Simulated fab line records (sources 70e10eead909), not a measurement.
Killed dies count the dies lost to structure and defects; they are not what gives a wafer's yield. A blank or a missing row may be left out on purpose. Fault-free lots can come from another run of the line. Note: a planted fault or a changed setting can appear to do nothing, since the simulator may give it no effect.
A lot that was struck, set against a sound lot    flow nandHarc    18 out of 1159 route steps
Sound: the wafers L100.2, L100.4, L100.6. Struck: wafers L108.1, L108.3, L108.6. The cause is given at the end.
Order at every step that has rows: each side's tool, ch and its chambers, its first start. Under that, the readings that differ: sound wafers    struck wafers    difference of the means    sigmas: that difference in standard deviations of wafers without a fault.
alike: same words and numbers on both sides, and readings whose means sit less than 2 such deviations apart. not compared: any withheld reading, any reading some wafer has no value for, any bound like >300 that may hide the same value, and any number with overlapping values for which the record gives no deviation.
The two part at a step that has a row with sigmas, a row that says differs or no value, or rows on one side only. Non-overlapping numbers with no deviation appear without sigmas and do not part them. Lack of a reading on every wafer of one side parts them only where that side has two or more wafers.

NHARC_P_ZERO_WELL_CD_MEAS_11 targets a cd of 500 nm.
  sound on cdSem-03 ch 0, day 2 19:14; struck on cdSem-01 ch 0, day 4 19:15
  alike: cdNm
then, 1 step without rows for these wafers: NHARC_P_ZERO_WELL_HARDBAKE_12 (time 65 s).
NHARC_P_ZERO_WELL_DESCUM_13: chemistry O2, time 3 s.
  sound on rieDiel-11 ch 1,2,3, day 2 19:24; struck on rieDiel-07 ch 0,1,2, day 4 19:25
  alike: drypumpMotorCurrentA, oesProductAu, rfVppV, showerheadPlenumPTorr, throttleValvePct
  not compared: rfHoursCounterH
NHARC_P_ZERO_WELL_ETCH_65: etches the open film in N2/H2, target depth 80 nm, overetch 24 nm, time 87.88 s.
  sound on rieDiel-11 ch 0,2,3, day 2 19:29; struck on rieDiel-07 ch 2,3, day 4 19:30
reading               sound                 struck                difference  sigmas
throttleValvePct (%)  14.174 14.178 14.182  14.158 14.179 14.143  -0.018      -2
  alike: drypumpMotorCurrentA, oesProductAu, rfVppV, showerheadPlenumPTorr
  not compared: rfHoursCounterH
NHARC_P_ZERO_WELL_ETCH_62: etches the open film in CHF3/Ar, target depth 13 nm, time 6.5 s.
  sound on rieDiel-11 ch 0,1,2; struck on rieDiel-07 ch 2,3
  alike: drypumpMotorCurrentA, oesProductAu, rfVppV, showerheadPlenumPTorr, throttleValvePct
  not compared: rfHoursCounterH
NHARC_P_ZERO_WELL_ETCH_63: etches the open film in HBr/Cl2, target depth 120 nm, time 40.1 s.
  sound on rieSi-06 ch 0,1,2, day 2 19:39; struck on rieSi-04 ch 0,1,2, day 4 19:41
  alike: drypumpMotorCurrentA, oesProductAu, throttleValvePct
  not compared: rfHoursCounterH
then, 6 steps without rows for these wafers: NHARC_P_ZERO_WELL_STRIP_15 (strips in SPM, time 900 s); NHARC_P_ZERO_WELL_DEHYDRATE_16 (time 120 s); NHARC_P_ZERO_WELL_HMDS_17 (time 30 s); NHARC_P_ZERO_WELL_COAT_18; NHARC_P_ZERO_WELL_SOFTBAKE_19 (time 95 s); NHARC_P_ZERO_WELL_EBR_20.
NHARC_P_ZERO_WELL_EXPOSE_21: exposes mask P NWELL, target cd 720 nm.
  sound on krfScanner-02 ch 0, day 2 20:26; struck on krfScanner-01 ch 0, day 4 20:27
reading  sound                          struck                      difference  sigmas
mask     P_NWELL#0 P_NWELL#0 P_NWELL#0  P_HVPW#0 P_HVPW#0 P_HVPW#0  differs     
  alike: exposureDoseMJCm2
then, 2 steps without rows for these wafers: NHARC_P_ZERO_WELL_PEB_22 (peb time 85 s); NHARC_P_ZERO_WELL_DEVELOP_23 (time 70 s).
NHARC_P_ZERO_WELL_CD_MEAS_24 targets a cd of 720 nm.
  sound on cdSem-02 ch 0, day 2 20:35; struck on cdSem-03 ch 0, day 4 20:36
reading    sound              struck  difference                     sigmas
cdNm (nm)  718.5 722.2 717.5  - - -   no value on the struck wafers  
then, 1 step without rows for these wafers: NHARC_P_ZERO_WELL_HARDBAKE_25 (time 80 s).
-- jump in the record: it breaks off in module P_ZERO_WELL and resumes in module END (first step shown: number 1159 of the route), and 18 days separate the struck wafers' starts before and after --
NHARC_END_SORT_01:
  here the record holds rows for the struck wafers (prober-02 ch 0, day 22 16:35) but none for the sound ones

WHERE THEY PART
First at NHARC_P_ZERO_WELL_ETCH_65; last, within this record, at NHARC_END_SORT_01.

WHY: whatever the simulator had introduced
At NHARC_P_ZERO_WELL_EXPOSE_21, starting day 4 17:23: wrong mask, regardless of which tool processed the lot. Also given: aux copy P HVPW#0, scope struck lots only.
